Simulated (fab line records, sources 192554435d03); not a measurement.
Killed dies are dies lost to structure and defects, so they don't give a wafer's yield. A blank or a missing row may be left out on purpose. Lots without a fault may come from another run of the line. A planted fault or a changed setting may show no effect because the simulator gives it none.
A struck lot beside a sound one | flow n5_finfet | 37 steps out of a route of 1938
Sound: wafers L507.1, L507.3, L507.5. Struck: wafer L498.3. (L498.4 of the same lot was not struck and is left out.) The cause comes at the end.
At each step with rows: each side's tool, then ch and its chambers, then its first start. Under that, the readings that differ: sound wafers | struck wafers | difference of the means | sigmas: that difference in standard deviations of wafers without a fault.
alike: readings whose means differ by less than 2 such deviations, and words and numbers that are the same on both sides. not compared: withheld readings, readings that some wafer has no value for, bounds like >300 that may hide the same value, and numbers for which the record gives no deviation and whose values overlap.
The two part at a step that has a row with sigmas, a row that says differs or no value, or rows on one side only. Numbers that don't overlap but have no deviation are shown without sigmas and don't part them. A reading that every wafer of one side lacks parts them only if that side has two wafers or more.

first, 8 steps without rows for these wafers: N5_BEOL_M1_ECD_50 (material Cu, target thk 300 nm); N5_BEOL_M1_ANNEAL_51 (time 90 s); N5_BEOL_M1_CMP_52 (polishes, stops on SiOC, t overpolish 6.8 s, target thk 40 nm); N5_BEOL_M1_PRE_CLEAN_60 (time 15 s); N5_BEOL_M1_CO_CAP_55 (material Co, precursor CCTBA/H2, target thk 2 nm, time 102.1 s); N5_BEOL_M1_PRE_CLEAN_56 (time 15 s); N5_BEOL_M1_DEP_57 (deposits SiCN from 3MS/NH3, target thk 8 nm, time 14 s); N5_BEOL_M2_ILD_DEP_00 (deposits SiOC from DEMS/O2, target thk 79 nm, time 15.3 s).
N5_BEOL_M2_PECVD_72: deposits SiO2 from TEOS/O2, target thk 16 nm, time 18 s.
  sound on pecvd-02 ch 0,2, day 10 20:07; struck on pecvd-04 ch 0, day 8 19:58
  reading                                    | sound        | struck | difference | sigmas
  model.SiO2_of_BEOL_M2_PECVD_72.thk_nm (nm) | 16 15.8 16.4 | 13.4   | -2.7       |
  alike: heater_power_w, showerhead_plenum_p_Torr, showerhead_vpp_V, throttle_valve_pct
  not compared: since_wet_clean_h
then, 25 steps without rows for these wafers: N5_BEOL_M2_HM_DEP_02 (deposits TiN, target thk 20 nm); N5_BEOL_M2_COAT_61 (time 60 s, resist thk 60 nm); N5_BEOL_M2_COAT_62 (time 60 s, resist thk 12 nm); N5_BEOL_M2_COAT_73 (time 60 s, resist thk 5 nm); N5_BEOL_M2_COAT_05 (resist thk 30 nm); N5_BEOL_M2_EBR_07; N5_BEOL_M2_SOFTBAKE_06 (time 60 s); N5_BEOL_M2_EXPOSE_08 (exposes mask M2); N5_BEOL_M2_PEB_09 (peb time 60 s); N5_BEOL_M2_DEVELOP_10 (develop time 30 s); N5_BEOL_M2_DESCUM_16 (chemistry O2, time 7 s); N5_BEOL_M2_ETCH_74 (etches underlayer in N2/H2, target depth 6.5 nm, time 5.2 s); N5_BEOL_M2_ETCH_63 (etches SiARC in CF4, target depth 15.6 nm, time 26 s); N5_BEOL_M2_ETCH_64 (etches SOC in N2/H2, target depth 75 nm, overetch 22.5 nm, time 121.9 s); N5_BEOL_M2_STRIP_65 (strips in N2/H2); N5_BEOL_M2_STRIP_75 (strips in N2/H2); N5_BEOL_M2_STRIP_66 (strips in CF4); N5_BEOL_M2_HM_OPEN_17 (chemistry Cl2/BCl3, target TiN, target depth 20 nm, overetch 6 nm); N5_BEOL_M2_STRIP_19 (strips in O2); N5_BEOL_M2_COAT_67 (time 60 s, resist thk 60 nm); N5_BEOL_M2_COAT_68 (time 60 s, resist thk 12 nm); N5_BEOL_M2_COAT_76 (time 60 s, resist thk 5 nm); N5_BEOL_M2_COAT_22 (resist thk 30 nm); N5_BEOL_M2_EBR_24; N5_BEOL_M2_SOFTBAKE_23 (time 60 s).
N5_BEOL_M2_HM_STRIP_39: strips TiN in peroxide tin strip, target depth 25 nm, time 158 s.
  sound on wet_bench-03 ch 0,1,5, day 11 03:24; struck on wet_bench-03 ch 4, day 9 02:41
  reading                                    | sound          | struck | difference | sigmas
  model.SiO2_of_BEOL_M2_PECVD_72.thk_nm (nm) | 15.8 15.6 16.2 | 13.2   | -2.7       |
N5_BEOL_M2_CMP_52: polishes, stops on SiOC, t overpolish 6.8 s, target thk 40 nm.
  sound on cmp-03 ch 0,1,3, day 11 07:35; struck on cmp-01 ch 2, day 9 05:56
  reading                      | sound          | struck | difference | sigmas
  barrier_field_endpoint_s (s) | 25.4 23.9 25.4 | 22.4   | -2.5       | -4
  motor_current_A (A)          | 6.5 6.6 6.1    | 4.8    | -1.6       | -2
N5_BEOL_M4_RC_MEAS_101:
  sound on prober-02 ch 0, day 12 11:20; struck on prober-01 ch 0, day 10 08:30
  reading        | sound             | struck | difference | sigmas
  DIBL_N (mV/V)  | 37.0 36.5 35.7    | 39.5   | +3.1       | +2
  DIBL_P (mV/V)  | 37.2 36.3 34.7    | 40.3   | +4.2       | +2
  IOFF_N (nA/um) | 0.169 0.147 0.131 | 0.239  | +0.090     | +4
  VT_N (mV)      | 248.9 250.6 254.2 | 241.2  | -10.0      | -3
  alike: IOFF_P, ION_N, ION_P, SS_N, SS_P, VT_P

WHERE THEY PART
First at N5_BEOL_M2_CMP_52; last, within this record, at N5_BEOL_M4_RC_MEAS_101.

WHY: what the simulator had put in
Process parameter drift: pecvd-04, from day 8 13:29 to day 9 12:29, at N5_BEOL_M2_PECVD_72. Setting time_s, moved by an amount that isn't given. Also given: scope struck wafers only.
